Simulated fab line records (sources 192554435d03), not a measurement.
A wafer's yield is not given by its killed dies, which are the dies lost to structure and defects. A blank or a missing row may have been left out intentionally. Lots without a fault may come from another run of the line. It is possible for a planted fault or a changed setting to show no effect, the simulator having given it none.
fab line records | flow n5-finfet | part 1 of 2: steps 1 to 4 of 6
record lots=24 wafers=72 last-day=17
route steps=1938 shown FIN_SAQP@99 FIN_CUT@166 STI_FIN_REVEAL@187
lots with no fault: from the same line, run without faults
start-h: the number of hours between the record's first day and the start of the first shown wafer of the lot | wait-h: hours from the lot's prior step to this one | " unchanged from the row above | L1.1+2: one row covering several wafers at once | - no value, or no start given | * or withheld: withheld | < > ~ a bound
route shown NAME@n: names a module that has steps shown in the file, with the first one's number in the route | usual: average and standard deviation across the fault-free wafers | same: alike in all rows | chamber/n: place in a boat | sites: each site's reading | _std_site: the standard deviation of these | _edge_site: outer sites' mean less inner sites' | radius-mm: how far each site lies from the wafer's centre | mask NAME#n: copy n | behind: the last tool/chamber to shape the wafer | hold: why the lot went on hold/how many hours it stayed there/how the hold came to an end | device: transistor that didn't switch, given as n, p or np | end of line: tests of these same wafers at the route's end | a step given without rows: its recipe and nothing more | killed: dies that structure and defects cost at the first sort, which is not the same as the wafer's yield | map: a wafer's dies, x killed, . not, _ none there
set.NAME: the setting that was run; set.NAME@STEP: the one run at that earlier step | model.NAME: the simulator's own value behind a step, which no gauge read
one table for each step of the route and one row for each wafer, over a sample of lots
services: the hour from which a tool's chamber was out of use, counted from the record's first day as start-h (under 0 if before that day), plus the number of hours and why
## steps
# step N5_FIN_SAQP_PECVD_48
# recipe material=SiNx target-thk-a=250 temp-c=400 precursor=SiH4/NH3/N2 pressure-torr=1.5 rf-w=300 time-s=22.1
# usual chamber-pressure-Torr=1.500/0.0033 heater-power-w=771/84 showerhead-plenum-p-Torr=5.13/0.048 susceptor-temp-C=399.96/0.23 throttle-valve-pct=40.8/0.89
# columns lot.wafer tool chamber start-h wait-h chamber-pressure-Torr heater-power-w showerhead-plenum-p-Torr susceptor-temp-C throttle-valve-pct
L074.2 pecvd-01 1 21.63 0.0 1.500 806 5.15 400.22 41.7
L074.3 " 1 " " 1.498 802 5.13 399.74 41.8
L074.4 " 0 " " 1.505 734 5.18 400.14 42.5
L075.4 pecvd-04 0 27.01 0.0 1.497 705 5.10 400.39 40.5
L075.5 " 0 " " 1.501 702 5.10 400.18 40.9
L075.6 " 1 " " 1.500 884 5.18 399.92 39.8
L076.2 pecvd-02 1 33.32 0.0 1.501 677 5.09 399.97 40.3
L076.3 " 2 " " 1.505 694 5.06 400.01 41.1
L076.6 " 1 " " 1.498 713 5.08 399.89 40.7
L077.3 pecvd-02 1 39.82 0.0 1.496 751 5.07 399.89 40.4
L077.5 " 1 " " 1.503 765 5.08 399.96 40.4
L077.6 " 0 " " 1.500 873 5.16 400.26 40.3
L078.2 pecvd-02 0 45.63 0.0 1.491 878 5.21 399.56 40.1
L078.3 " 1 " " 1.502 825 5.07 399.91 40.7
L078.4 " 2 " " 1.502 752 5.07 400.07 40.9
L079.1 pecvd-02 1 52.21 0.0 1.498 791 5.07 399.86 40.4
L079.2 " 2 " " 1.497 792 5.07 399.58 40.8
L079.6 " 1 " " 1.504 813 5.06 399.68 40.6
L080.1 pecvd-01 0 57.31 0.0 1.496 739 5.16 399.53 42.3
L080.3 " 2 " " 1.500 745 5.15 400.30 39.1
L080.4 " 0 " " 1.495 727 5.17 399.79 42.8
L081.1 pecvd-01 2 64.04 0.0 1.497 706 5.15 400.15 39.0
L081.3 " 1 " " 1.502 792 5.14 400.03 41.8
L081.6 " 2 " " 1.497 707 5.14 399.51 39.1
L082.1 pecvd-01 2 69.69 0.0 1.500 745 5.14 400.35 39.2
L082.3 " 1 " " 1.500 890 5.15 399.72 41.7
L082.4 " 0 " " 1.498 685 5.17 399.93 42.4
L083.1 pecvd-04 1 75.49 0.0 1.497 743 5.18 399.76 39.7
L083.4 " 1 " " 1.499 745 5.17 399.71 39.9
L083.5 " 0 " " 1.506 627 5.08 400.16 40.9
L084.2 pecvd-01 2 81.15 0.0 1.494 669 5.14 399.72 39.1
L084.3 " 1 " " 1.499 863 5.14 399.92 42.1
L084.6 " 1 " " 1.495 859 5.14 399.94 41.7
L085.2 pecvd-02 0 88.19 0.0 1.500 943 5.20 400.28 40.1
L085.4 " 2 " " 1.499 755 5.07 399.75 41.1
L085.5 " 2 " " 1.496 766 5.07 399.95 41.2
L086.2 pecvd-04 0 93.74 0.0 1.504 679 5.08 400.00 40.7
L086.3 " 0 " " 1.498 697 5.08 400.22 40.7
L086.6 " 1 " " 1.502 864 5.17 400.18 39.7
L087.3 pecvd-04 1 99.91 0.0 1.506 866 5.18 399.94 39.8
L087.5 " 0 " " 1.502 652 5.08 399.81 40.8
L087.6 " 2 " " 1.501 676 5.09 400.16 40.1
L088.1 pecvd-02 1 105.14 0.0 1.496 786 5.07 400.41 40.9
L088.5 " 1 " " 1.494 780 5.07 400.16 40.4
L088.6 " 0 " " 1.503 947 5.19 399.56 40.8
L089.1 pecvd-02 0 110.99 0.0 1.500 863 5.19 399.86 40.6
L089.2 " 2 " " 1.499 632 5.08 399.72 41.2
L089.3 " 1 " " 1.499 819 5.06 399.77 40.6
L090.1 pecvd-04 1 117.96 0.0 1.504 794 5.19 399.89 39.7
L090.3 " 0 " " 1.506 623 5.08 399.97 40.9
L090.5 " 0 " " 1.500 620 5.09 400.11 40.8
L091.2 pecvd-01 2 122.82 0.0 1.501 706 5.15 399.97 39.4
L091.5 " 0 " " 1.504 717 5.16 400.14 42.3
L091.6 " 1 " " 1.498 916 5.14 399.55 41.9
L092.1 pecvd-02 2 128.99 0.0 1.491 713 5.08 399.78 40.9
L092.2 " 1 " " 1.498 816 5.08 399.98 40.8
L092.4 " 0 " " 1.496 924 5.20 399.82 40.7
L093.2 pecvd-04 2 134.95 0.0 1.498 754 5.08 399.66 40.3
L093.3 " 0 " " 1.503 678 5.08 400.12 40.9
L093.4 " 2 " " 1.495 732 5.07 399.57 40.2
L094.3 pecvd-01 0 141.71 0.0 1.497 758 5.17 399.62 42.7
L094.4 " 1 " " 1.494 907 5.14 400.04 41.8
L094.6 " 0 " " 1.500 760 5.17 399.83 42.4
L095.2 pecvd-02 0 147.71 0.0 1.506 770 5.18 400.10 40.9
L095.5 " 0 " " 1.501 794 5.19 400.02 40.8
L095.6 " 1 " " 1.502 727 5.08 400.08 40.8
L096.4 pecvd-02 1 153.02 0.0 1.493 721 5.07 399.82 40.4
L096.5 " 0 " " 1.495 804 5.19 400.39 41.0
L096.6 " 2 " " 1.502 749 5.08 399.88 41.0
L097.2 pecvd-04 1 163.05 0.0 1.498 836 5.17 399.97 40.1
L097.4 " 0 " " 1.500 676 5.09 400.06 40.9
L097.6 " 1 " " 1.502 853 5.18 399.77 39.6
# step N5_FIN_SAQP_CD_MEAS_16
# recipe target-cd-nm=35.6 landing-energy-ev=500 detector=se-inlens
# usual cd-nm=35.6/0.33
# columns lot.wafer tool chamber start-h wait-h cd-nm
L074.2 cd-sem-01 0 22.32 - 34.8
L074.3 " 0 " " 36.0
L074.4 " 0 " " 35.4
L075.4 cd-sem-03 0 27.54 - 34.9
L075.5 " 0 " " 36.0
L075.6 " 0 " " 35.0
L076.2 cd-sem-01 0 33.81 - 34.5
L076.3 " 0 " " 35.9
L076.6 " 0 " " 35.6
L077.3 cd-sem-01 0 40.44 - 36.0
L077.5 " 0 " " 36.1
L077.6 " 0 " " 35.7
L078.2 cd-sem-03 0 46.14 - 35.4
L078.3 " 0 " " 35.5
L078.4 " 0 " " 35.4
L079.1 cd-sem-01 0 54.04 - 35.9
L079.2 " 0 " " 35.7
L079.6 " 0 " " 35.6
L080.1 cd-sem-01 0 57.94 - 35.6
L080.3 " 0 " " 35.5
L080.4 " 0 " " 35.8
L081.1 cd-sem-03 0 64.66 - 35.6
L081.3 " 0 " " 35.9
L081.6 " 0 " " 35.6
L082.1 cd-sem-01 0 70.18 - 35.2
L082.3 " 0 " " 36.2
L082.4 " 0 " " 35.8
L083.1 cd-sem-01 0 76.10 - 35.6
L083.4 " 0 " " 35.7
L083.5 " 0 " " 35.6
L084.2 cd-sem-03 0 81.77 - 35.9
L084.3 " 0 " " 35.4
L084.6 " 0 " " 35.1
L085.2 cd-sem-03 0 88.87 - 35.9
L085.4 " 0 " " 35.5
L085.5 " 0 " " 35.6
L086.2 cd-sem-03 0 94.43 - 35.9
L086.3 " 0 " " 35.6
L086.6 " 0 " " 35.6
L087.3 cd-sem-02 0 100.53 - 35.6
L087.5 " 0 " " 35.2
L087.6 " 0 " " 35.3
L088.1 cd-sem-01 0 105.75 - 35.8
L088.5 " 0 " " 35.2
L088.6 " 0 " " 35.8
L089.1 cd-sem-02 0 111.47 - 35.5
L089.2 " 0 " " 35.8
L089.3 " 0 " " 35.4
L090.1 cd-sem-03 0 118.44 - 35.7
L090.3 " 0 " " 35.8
L090.5 " 0 " " 35.9
L091.2 cd-sem-02 0 123.44 - 35.5
L091.5 " 0 " " 35.4
L091.6 " 0 " " 35.2
L092.1 cd-sem-03 0 129.62 - 36.1
L092.2 " 0 " " 35.9
L092.4 " 0 " " 35.7
L093.2 cd-sem-03 0 135.46 - 35.8
L093.3 " 0 " " 35.5
L093.4 " 0 " " 36.3
L094.3 cd-sem-01 0 142.36 - 34.8
L094.4 " 0 " " 35.4
L094.6 " 0 " " 35.6
L095.2 cd-sem-02 0 148.20 - 35.5
L095.5 " 0 " " 35.4
L095.6 " 0 " " 35.6
L096.4 cd-sem-02 0 153.50 - 36.2
L096.5 " 0 " " 36.1
L096.6 " 0 " " 35.5
L097.2 cd-sem-03 0 163.54 - 35.6
L097.4 " 0 " " 35.6
L097.6 " 0 " " 35.7
# step N5_FIN_SAQP_ETCH_65
# recipe chemistry=CF4 target=SiO2 target-depth-a=40 ion-energy-ev=350 time-s=4.4 pressure-mtorr=10 icp-w=800 bias-w=400 cf4-flow-sccm=80
# usual drypump-motor-current-A=5.7/0.34 oes-product-au=1.002/0.022 throttle-valve-pct=21.83/0.16
# columns lot.wafer tool chamber start-h wait-h drypump-motor-current-A oes-product-au rf-hours-counter-h throttle-valve-pct
L074.2 rie-si-01 2 24.67 0.1 5.9 0.988 71 21.99
L074.3 " 0 " " 5.8 1.027 0 22.02
L074.4 " 0 " " 5.9 1.014 - 22.02
L075.4 rie-si-01 0 30.01 0.0 5.8 1.007 0 22.01
L075.5 " 3 " " 5.5 0.991 - 21.85
L075.6 " 0 " " 5.8 1.006 - 22.01
L076.2 rie-si-01 2 36.24 0.1 5.9 0.996 71 21.99
L076.3 " 0 " " 5.9 1.016 1 22.01
L076.6 " 1 " " 5.6 1.021 - 21.59
L077.3 rie-si-04 0 42.96 0.1 6.1 1.016 73 21.59
L077.5 " 2 " " 5.3 0.951 - 21.80
L077.6 " 3 " " 5.6 0.981 - 21.81
L078.2 rie-si-01 2 48.67 0.1 5.9 0.996 71 22.00
L078.3 " 0 " " 5.9 1.019 1 22.02
L078.4 " 3 " " 5.5 0.992 99 21.83
L079.1 rie-si-01 3 56.52 0.1 5.5 0.988 99 21.85
L079.2 " 0 " " 5.9 1.013 1 22.02
L079.6 " 1 " " 5.7 1.015 - 21.58
L080.1 rie-si-05 1 60.30 0.1 4.8 1.021 91 22.06
L080.3 " 0 " " 6.1 1.015 148 21.64
L080.4 " 3 " " 5.9 1.040 125 21.67
L081.1 rie-si-01 2 67.78 0.1 5.9 0.995 72 22.00
L081.3 " 1 " " 5.6 1.034 188 21.59
L081.6 " 3 " " 5.5 0.982 - 21.85
L082.1 rie-si-01 0 72.52 0.1 5.9 1.012 1 22.03
L082.3 " 3 " " 5.5 0.990 99 21.86
L082.4 " 1 " " 5.7 1.017 189 21.60
L083.1 rie-si-05 3 78.50 0.1 5.9 1.031 125 21.68
L083.4 " 0 " " 6.2 1.036 149 21.63
L083.5 " 3 " " 5.9 1.031 - 21.68
L084.2 rie-si-01 3 84.70 0.1 5.5 0.985 99 21.85
L084.3 " 2 " " 5.9 0.986 72 21.98
L084.6 " 2 " " 5.9 0.994 - 21.98
L085.2 rie-si-04 1 91.17 0.1 6.2 0.986 44 21.73
L085.4 " 3 " " 5.6 0.978 183 21.82
L085.5 " 0 " " 6.1 1.015 - 21.58
L086.2 rie-si-04 2 97.17 0.1 5.3 0.955 35 21.80
L086.3 " 1 " " 6.2 0.983 44 21.73
L086.6 " 3 " " 5.6 0.975 - 21.81
L087.3 rie-si-05 2 102.99 0.1 5.6 0.979 194 21.87
L087.5 " 0 " " 6.2 1.027 - 21.64
L087.6 " 1 " " 4.8 1.018 - 22.06
L088.1 rie-si-05 0 108.02 0.1 6.2 1.030 149 21.65
L088.5 " 2 " " 5.7 1.000 - 21.88
L088.6 " 1 " " 4.8 1.023 - 22.05
L089.1 rie-si-01 2 114.30 0.1 5.9 0.982 73 21.98
L089.2 " 1 " " 5.6 1.025 189 21.60
L089.3 " 3 " " 5.5 0.977 100 21.84
L090.1 rie-si-01 1 121.63 0.1 5.7 1.019 190 21.58
L090.3 " 2 " " 5.9 0.989 73 21.99
L090.5 " 3 " " 5.5 0.976 - 21.84
L091.2 rie-si-04 3 126.54 0.1 5.6 0.989 184 21.81
L091.5 " 0 " " 6.1 1.034 - 21.60
L091.6 " 1 " " 6.1 0.986 - 21.72
L092.1 rie-si-05 2 132.18 0.1 5.6 0.993 195 21.88
L092.2 " 3 " " 5.9 1.031 126 21.65
L092.4 " 0 " " 6.2 1.028 150 21.64
L093.2 rie-si-01 3 137.74 0.1 5.5 0.978 100 21.85
L093.3 " 1 " " 5.7 1.012 190 21.58
L093.4 " 0 " " 5.8 1.017 3 22.03
L094.3 rie-si-05 0 144.69 0.1 6.1 1.050 150 21.65
L094.4 " 2 " " 5.6 0.996 195 21.90
L094.6 " 3 " " 5.9 1.034 - 21.67
L095.2 rie-si-04 0 150.73 0.1 6.1 1.017 75 21.60
L095.5 " 2 " " 5.3 0.947 - 21.78
L095.6 " 3 " " 5.6 0.979 - 21.81
L096.4 rie-si-01 1 156.52 0.1 5.7 1.024 190 21.60
L096.5 " 1 " " 5.7 1.016 - 21.59
L096.6 " 2 " " 5.9 1.004 - 21.99
L097.2 rie-si-01 2 165.97 0.1 5.9 0.988 74 21.97
L097.4 " 1 " " 5.7 1.013 190 21.60
L097.6 " 0 " " 5.9 1.013 - 22.02
# step N5_FIN_CUT_DESCUM_13
# recipe chemistry=O2 time-s=7 source-power-w=50 bias-power-w=20 pressure-mtorr=20 rf-frequency-hz=2.712e+07 temp-c=40 resist=CAR-EUV o2-flow-sccm=225
# usual drypump-motor-current-A=5.6/0.53 oes-product-au=0.79/0.089 rf-vpp-V=243.2/1.6 showerhead-plenum-p-Torr=2.08/0.086 throttle-valve-pct=20.50/0.23
# columns lot.wafer tool chamber start-h wait-h drypump-motor-current-A oes-product-au rf-hours-counter-h rf-vpp-V showerhead-plenum-p-Torr throttle-valve-pct
L074.2 rie-diel-02 1 27.28 0.0 5.4 0.74 184 242.6 2.09 20.88
L074.3 " 0 " " 5.7 0.79 94 241.0 1.95 20.68
L074.4 " 2 " " 5.7 0.92 29 242.7 2.04 20.36
L075.4 rie-diel-06 2 32.43 0.0 4.7 0.73 185 243.1 2.08 20.70
L075.5 " 1 " " 5.4 0.84 - 246.1 2.20 20.12
L075.6 " 0 " " 6.2 0.75 - 243.6 1.98 20.72
L076.2 rie-diel-02 2 41.37 0.7 5.7 0.92 33 243.3 2.04 20.37
L076.3 " 1 " " 5.5 0.75 189 242.7 2.09 20.89
L076.6 " 3 " " 6.0 0.68 - 243.4 2.15 20.42
L077.3 rie-diel-02 0 45.62 0.0 5.7 0.78 100 241.1 1.95 20.68
L077.5 " 3 " " 6.0 0.68 - 243.9 2.15 20.42
L077.6 " 2 " " 5.7 0.90 - 242.1 2.04 20.36
L078.2 rie-diel-06 0 51.41 0.1 6.2 0.75 182 241.6 1.98 20.71
L078.3 " 2 " " 4.8 0.71 191 242.7 2.08 20.70
L078.4 " 1 " " 5.4 0.85 58 245.4 2.20 20.13
L079.1 rie-diel-03 3 59.16 0.0 6.5 0.73 196 241.7 1.99 20.54
L079.2 " 0 " " 5.9 0.71 176 244.8 2.19 20.38
L079.6 " 0 " " 6.0 0.70 - 243.6 2.19 20.39
L080.1 rie-diel-06 1 62.69 0.0 5.4 0.84 62 246.0 2.20 20.13
L080.3 " 0 " " 6.2 0.73 185 242.3 1.98 20.73
L080.4 " 2 " " 4.7 0.72 195 243.7 2.08 20.71
L081.1 rie-diel-02 3 70.75 0.0 6.0 0.69 223 244.6 2.15 20.45
L081.3 " 1 " " 5.5 0.74 197 242.3 2.08 20.90
L081.6 " 0 " " 5.7 0.78 - 240.9 1.95 20.69
L082.1 rie-diel-02 2 75.15 0.0 5.6 0.89 42 242.2 2.04 20.39
L082.3 " 0 " " 5.7 0.78 109 242.2 1.95 20.68
L082.4 " 3 " " 6.0 0.70 225 244.3 2.14 20.43
L083.1 rie-diel-03 2 81.18 0.1 5.3 0.95 11 242.4 2.06 20.50
L083.4 " 0 " " 6.0 0.70 - 243.9 2.19 20.39
L083.5 " 2 " " 5.3 0.94 - 242.4 2.06 20.49
L084.2 rie-diel-03 2 87.31 0.0 5.3 0.93 14 244.6 2.06 20.50
L084.3 " 3 " " 6.4 0.71 206 241.8 1.99 20.52
L084.6 " 3 " " 6.4 0.71 - 241.4 1.99 20.53
L085.2 rie-diel-03 1 93.74 0.0 5.0 0.99 0 245.8 2.23 20.09
L085.4 " 3 " " 6.4 0.72 208 242.7 1.99 20.54
L085.5 " 1 " " 5.0 1.00 - 244.6 2.23 20.07
L086.2 rie-diel-06 3 99.81 0.0 4.7 0.88 66 242.4 2.12 20.41
L086.3 " 0 " " 6.2 0.73 197 240.1 1.98 20.76
L086.6 " 1 " " 5.4 0.82 - 244.5 2.19 20.13
L087.3 rie-diel-06 0 105.81 0.0 6.2 0.72 200 241.5 1.98 20.76
L087.5 " 3 " " 4.8 0.88 - 245.0 2.12 20.42
L087.6 " 0 " " 6.2 0.73 - 242.5 1.98 20.74
L088.1 rie-diel-03 3 110.47 0.0 6.5 0.72 213 242.0 1.99 20.56
L088.5 " 2 " " 5.3 0.92 - 242.3 2.06 20.53
L088.6 " 1 " " 5.0 0.96 - 246.1 2.23 20.09
L089.1 rie-diel-02 2 117.06 0.1 5.6 0.88 55 241.0 2.03 20.40
L089.2 " 1 " " 5.5 0.73 210 242.7 2.08 20.93
L089.3 " 0 " " 5.7 0.76 122 240.7 1.94 20.72
L090.1 rie-diel-06 1 124.30 0.0 5.4 0.81 80 246.0 2.19 20.17
L090.3 " 2 " " 4.7 0.70 209 242.5 2.07 20.73
L090.5 " 0 " " 6.2 0.72 - 241.0 1.97 20.76
L091.2 rie-diel-06 3 129.06 0.1 4.7 0.87 76 243.5 2.11 20.41
L091.5 " 2 " " 4.7 0.70 - 242.9 2.07 20.74
L091.6 " 1 " " 5.4 0.81 - 244.6 2.19 20.15
L092.1 rie-diel-03 0 135.42 0.0 5.9 0.68 198 244.4 2.18 20.42
L092.2 " 1 " " 5.0 0.93 13 244.6 2.23 20.09
L092.4 " 3 " " 6.4 0.72 220 242.6 1.99 20.56
L093.2 rie-diel-03 0 140.27 0.0 5.9 0.69 200 246.1 2.18 20.39
L093.3 " 1 " " 5.0 0.93 15 244.7 2.23 20.12
L093.4 " 3 " " 6.5 0.71 222 242.1 1.99 20.57
L094.3 rie-diel-06 3 147.28 0.0 4.8 0.86 82 243.2 2.11 20.43
L094.4 " 1 " " 5.4 0.81 87 245.0 2.19 20.17
L094.6 " 1 " " 5.4 0.81 - 245.6 2.19 20.16
L095.2 rie-diel-03 2 153.71 0.0 5.2 0.88 35 242.4 2.06 20.56
L095.5 " 0 " " 6.0 0.68 - 244.2 2.18 20.43
L095.6 " 3 " " 6.5 0.71 - 241.1 1.98 20.57
L096.4 rie-diel-02 1 159.11 0.0 5.4 0.71 - 243.6 2.08 20.96
L096.5 " 0 " " 5.7 0.75 - 240.6 1.94 20.75
L096.6 " 2 " " 5.6 0.86 - 243.3 2.03 20.40
L097.2 rie-diel-06 1 169.64 0.0 5.4 0.80 96 243.5 2.19 20.17
L097.4 " 3 " " 4.8 0.85 - 243.8 2.11 20.43
L097.6 " 1 " " 5.4 0.79 - 244.2 2.19 20.19
